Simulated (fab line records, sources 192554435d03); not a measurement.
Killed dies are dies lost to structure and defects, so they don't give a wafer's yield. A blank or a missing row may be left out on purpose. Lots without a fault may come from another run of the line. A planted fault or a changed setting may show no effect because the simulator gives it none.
Problem report in the 8D (eight disciplines) form, filled by code | flow n5_finfet | the parts of the form that need people (team, actions taken, sign-off) are left out

1. THE PROBLEM
run_length_s at N5_BEOL_M14_ETCH_59 reads a mean of 86.6 s on 4 wafers of 2 lots; wafers without a fault read 91.3 s with a standard deviation of 0.5. That is -9.4 standard deviations from the usual mean.
The step: etches BARC in N2/H2, target depth 89 nm, overetch 26.7 nm, time 67.9 s.
First seen on wafer L432.2, day 15 01:44, on rie_diel-05. The record holds 33 wafers of 11 lots with a number at this step. Rule for "out", or "out of limits": more than 4 standard deviations from the usual mean. The other wafers with a number count as sound.

2. WHAT IT IS AND WHAT IT IS NOT
question                    | is                             | is not
which readings at this step | run_length_s                   | drypump_motor_current_A, rf_vpp_V, showerhead_plenum_p_Torr, throttle_valve_pct
which lots                  | L432, L438                     | L420, L421, L422, L425, L426, L427, L428, L439, L440
which wafers of those lots  | L432.2, L432.5, L438.2, L438.5 | L432.3, L438.3
read on which tools         | rie_diel-05                    | rie_diel-02, rie_diel-06
when                        | from day 15 01:44              | up to then (22 sound wafers); but 7 sound wafers of L438, L439, L440 came after

3. SUSPECTS, AND WHAT RULES EACH OUT
Counting: a tool at a process step up to the reading stays a suspect if it ran every lot that is out. Sound lots after the first of them don't rule it out here, since some wafers of a struck lot are sound.
- rie_diel-05 at N5_BEOL_M14_ETCH_59 (etches BARC in N2/H2, target depth 89 nm, overetch 26.7 nm, time 67.9 s): kept. It ran every lot that is out, first L432 (day 15 01:44); its last sound lot up to then is L428 (day 13 14:59). Its own readings are out on those wafers: run_length_s.
Left after counting: rie_diel-05 at N5_BEOL_M14_ETCH_59.

4. THE CAUSE (what the simulator had put in)
Process parameter drift: rie_diel-05, from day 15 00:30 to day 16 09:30, at N5_BEOL_M14_ETCH_59. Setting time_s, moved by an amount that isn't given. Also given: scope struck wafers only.
Counting left only this tool.

5. THE CHAIN OF EFFECTS, in route order
Each row: a reading whose mean over the struck wafers that have a number lies more than 3 standard deviations from the usual. Only readings for which the record gives a usual standard deviation are gone through. hours: the time from each lot's start at the first step in this table that gives one to its start at this step, as a median over the lots. sigmas: the change in usual standard deviations.
hours | step                | reading      | usual  | on struck wafers | change | sigmas
0     | N5_BEOL_M14_ETCH_59 | run_length_s | 91.3 s | 86.6             | -4.7   | -9.4
The process steps in it:
- N5_BEOL_M14_ETCH_59: etches BARC in N2/H2, target depth 89 nm, overetch 26.7 nm, time 67.9 s.

6. WHAT WOULD HAVE CAUGHT IT SOONER
In this record the first reading out of limits was taken at day 15 01:44, 1 hour after the fault began at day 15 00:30.
